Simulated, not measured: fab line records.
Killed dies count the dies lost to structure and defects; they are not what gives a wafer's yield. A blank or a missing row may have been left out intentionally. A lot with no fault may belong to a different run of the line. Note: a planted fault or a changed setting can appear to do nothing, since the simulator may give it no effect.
Chamber matching ; flow n5-finfet ; N5_BEOL_M3_PRE_CLEAN_60 on cvd-co-01 has 3 sister chambers
The step time 15 s. 20 wafers are shown with their chamber, then 10 later ones without.

## WAFERS WITH THEIR CHAMBER
wafer;chamber;heater-power-w (W);rf-fwd-power-W (W)
L083.1;0;67;298.4
L083.2;2;96;295.1
L083.5;2;97;295.2
L084.1;0;66;298.5
L084.3;2;98;296.3
L084.5;1;92;296.6
L085.3;1;91;296.6
L085.5;2;95;297.2
L085.6;1;90;297.3
L088.1;1;91;297.9
L088.2;0;69;296.8
L088.4;2;97;295.4
L087.1;2;94;296.5
L087.5;1;91;295.7
L087.6;2;97;296.9
L089.2;1;92;298.1
L089.4;1;90;297.1
L089.5;2;99;296.6
L090.1;1;91;296.0
L090.4;1;89;296.9

SIGNATURES, as means of the wafers listed above
reading;chamber 0;chamber 1;chamber 2;scatter within a chamber
heater-power-w;67.33;90.78;96.62;1.33
rf-fwd-power-W;297.900;296.911;296.150;0.821
Rule: for each reading, subtract the chamber's mean from the wafer's reading, divide by that reading's scatter and square the result; add these up over the readings and take the root, which gives the wafer's distance from the chamber. The wafer belongs to the nearest chamber; if the next one is less than 2 further off, it can't be placed. The scatter: the root of (the sum of the squares of (reading less its chamber's mean) over the shown wafers, divided by (wafers less chambers)).

## WAFERS WITH NO CHAMBER GIVEN
wafer;heater-power-w (W);rf-fwd-power-W (W)
L090.6;67;297.1
L091.1;68;297.3
L091.2;97;296.6
L091.4;98;296.1
L095.1;67;297.2
L095.3;99;296.3
L095.6;90;297.8
L094.2;98;294.0
L094.4;91;297.1
L094.5;97;294.3

## THE CHAMBER EACH PASSED THROUGH
wafer;from the rows above;in truth
L090.6;0;0
L091.1;0;0
L091.2;2;2
L091.4;2;2
L095.1;0;0
L095.3;2;2
L095.6;1;1
L094.2;2;2
L094.4;1;1
L094.5;2;2
Correctly placed: 10 of 10. From these rows, 0 cannot be placed. Wrongly placed: 0.
